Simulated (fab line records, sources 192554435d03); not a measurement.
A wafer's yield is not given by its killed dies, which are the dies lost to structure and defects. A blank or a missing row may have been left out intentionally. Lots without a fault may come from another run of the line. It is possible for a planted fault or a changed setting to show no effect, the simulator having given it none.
Matching of chambers ; flow n5-finfet ; 4 sister chambers for N5_BEOL_M4_ALD_98 on ald-sin-03
The step deposits SiO2, target thk 2.5 nm, pulse time 1 s, co reactant pulse time 1 s. 4 wafers are shown with their chamber, then 10 later ones without.

## WAFERS PAIRED WITH THEIR CHAMBERS
wafer;chamber;heater-power-w (W)
L083.1;1;74
L083.5;0;81
L082.1;2;82
L082.3;3;82

## WAFERS WITH NO CHAMBER GIVEN
wafer;heater-power-w (W)
L082.5;82
L085.1;79
L085.4;72
L085.5;83
L091.1;79
L091.2;72
L091.6;82
L095.1;73
L095.4;83
L095.5;79

## CHAMBER TAKEN BY EACH
wafer;from the rows above;in truth
L082.5;can't be placed: 2 or 3 or 0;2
L085.1;can't be placed: 0 or 2 or 3 or 1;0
L085.4;1;1
L085.5;can't be placed: 2 or 3 or 0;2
L091.1;can't be placed: 0 or 2 or 3 or 1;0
L091.2;1;1
L091.6;can't be placed: 2 or 3 or 0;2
L095.1;1;1
L095.4;can't be placed: 2 or 3 or 0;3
L095.5;can't be placed: 0 or 2 or 3 or 1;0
3 of 10 placed correctly. From these rows, 7 cannot be placed; in 7 the true chamber is one of the candidates. 0 placed wrongly.
How it was worked out, from the rows above alone: a wafer's distance from a chamber is the root of the sum, over the readings, of the square of ((its reading less the chamber's mean) divided by the reading's scatter). The wafer belongs to the nearest chamber; if the next one is less than 2 further off, it can't be placed. A chamber's mean is the mean of its shown wafers. The scatter: root of mean squared gap, hidden wafer to nearest shown wafer, with one shown wafer a chamber.
